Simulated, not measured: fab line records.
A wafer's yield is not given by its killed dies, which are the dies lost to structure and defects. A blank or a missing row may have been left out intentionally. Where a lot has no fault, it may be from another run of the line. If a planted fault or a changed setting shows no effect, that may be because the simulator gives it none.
Which tool did it? :: flow n5-finfet :: Sampling: 9 lots, 27 wafers, 4 of 1938 route steps

== WHAT THE GAUGES READ, wafer by wafer ==
N5_BEOL_M0_INSPECT_127: inspects for defects (darkfield).
lot: L311
measured: day 7 00:12
on: defect-inspect-02
raw-defect-count: 78 84 109

lot: L314
measured: day 7 22:42
on: defect-inspect-01
raw-defect-count: 69 29 43

lot: L316
measured: day 8 12:55
on: defect-inspect-02
raw-defect-count: 372 399 395

lot: L318
measured: day 9 07:02
on: defect-inspect-02
raw-defect-count: 402 425 422

lot: L319
measured: day 9 11:21
on: defect-inspect-02
raw-defect-count: 395 372 403

lot: L323
measured: day 10 10:59
on: defect-inspect-02
raw-defect-count: 50 52 51

lot: L326
measured: day 11 02:08
on: defect-inspect-02
raw-defect-count: 82 75 82

lot: L327
measured: day 11 05:58
on: defect-inspect-02
raw-defect-count: 40 86 67

lot: L329
measured: day 11 17:41
on: defect-inspect-02
raw-defect-count: 90 84 90

== TOOL THAT RAN EACH LOT (tool first, then ch and the chambers of the sampled wafers, then the start) ==
lot: L311
N5_BEOL_M0_ETCH_128: rie-diel-06 ch 0,2,3, day 6 20:15
N5_BEOL_M0_SPUTTER_132: pvd-sputter-02, day 6 22:43
N5_BEOL_M0_CMP_120: cmp-03 ch 0,1,2, day 6 23:42

lot: L314
N5_BEOL_M0_ETCH_128: rie-diel-06 ch 0,2,3, day 7 19:20
N5_BEOL_M0_SPUTTER_132: pvd-sputter-01, day 7 21:05
N5_BEOL_M0_CMP_120: cmp-03 ch 0,3, day 7 22:05

lot: L316
N5_BEOL_M0_ETCH_128: rie-diel-03 ch 0,3, day 8 09:56
N5_BEOL_M0_SPUTTER_132: pvd-sputter-01, day 8 11:37
N5_BEOL_M0_CMP_120: cmp-03 ch 1,2,3, day 8 12:25

lot: L318
N5_BEOL_M0_ETCH_128: rie-diel-01 ch 0,1,2, day 9 02:07
N5_BEOL_M0_SPUTTER_132: pvd-sputter-01, day 9 05:32
N5_BEOL_M0_CMP_120: cmp-03 ch 0,3, day 9 06:26

lot: L319
N5_BEOL_M0_ETCH_128: rie-diel-03 ch 1,2, day 9 06:28
N5_BEOL_M0_SPUTTER_132: pvd-sputter-01, day 9 10:02
N5_BEOL_M0_CMP_120: cmp-03 ch 0,1,2, day 9 10:50

lot: L323
N5_BEOL_M0_ETCH_128: rie-diel-06 ch 0,2,3, day 10 06:45
N5_BEOL_M0_SPUTTER_132: pvd-sputter-01, day 10 08:46
N5_BEOL_M0_CMP_120: cmp-01 ch 0,1,3, day 10 10:26

lot: L326
N5_BEOL_M0_ETCH_128: rie-diel-03 ch 0,1,3, day 10 23:16
N5_BEOL_M0_SPUTTER_132: pvd-sputter-01, day 11 00:47
N5_BEOL_M0_CMP_120: cmp-04 ch 0,2,3, day 11 01:34

lot: L327
N5_BEOL_M0_ETCH_128: rie-diel-01 ch 0,2,3, day 11 02:31
N5_BEOL_M0_SPUTTER_132: pvd-sputter-02, day 11 04:14
N5_BEOL_M0_CMP_120: cmp-04 ch 1,3, day 11 05:22

lot: L329
N5_BEOL_M0_ETCH_128: rie-diel-01 ch 0,2,3, day 11 14:40
N5_BEOL_M0_SPUTTER_132: pvd-sputter-02, day 11 16:20
N5_BEOL_M0_CMP_120: cmp-04 ch 0,1, day 11 17:07
- N5_BEOL_M0_ETCH_128: etches SiCN in CF4/N2, target depth 12 nm, overetch 5.1 nm, time 21.4 s.
- N5_BEOL_M0_SPUTTER_132: material Cu, target thk 4 nm, time 7.37 s.
- N5_BEOL_M0_CMP_120: polishes, stops on SiOC, t overpolish 6.9 s.

== THE ANSWER, worked out from the rows above alone ==
Rule: the lots themselves supply what counts as usual. Put in order of their means at a reading, lots are off if they are a third of the lots or fewer, leave a main group of 4 or more, and stand apart from it by a gap of 3 or more times the standard deviation of the main group's means; of several such gaps the widest counts. The tables above print the reading to a certain number of digits; a main group whose means all agree to those digits is not used. Also off: a lot with no number at a reading for which 4 or more lots have one. Any other lot the step has rows for is counted as sound.
Off at N5_BEOL_M0_INSPECT_127 (raw-defect-count): L316, L318, L319. Mean 70 and standard deviation 17 in the main group.
A tool fits if, at a process step before that reading, it ran every lot that is off, and no sound lot after the first of them. Those tools and the gauges at N5_BEOL_M0_INSPECT_127 are tried in the same way. One fits: cmp-03 at N5_BEOL_M0_CMP_120. A fault onset in the window from L314 (day 7 22:05, its last sound lot) to L316 (day 8 12:25, its first lot off) fits.

== WHAT THE SIMULATOR HAD INSERTED ==
Chamber particle source: cmp-03, from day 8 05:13 on, at N5_BEOL_M0_CMP_120. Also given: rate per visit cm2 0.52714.
Struck lots among those shown: L316, L318, L319. The same result came from the rule above.
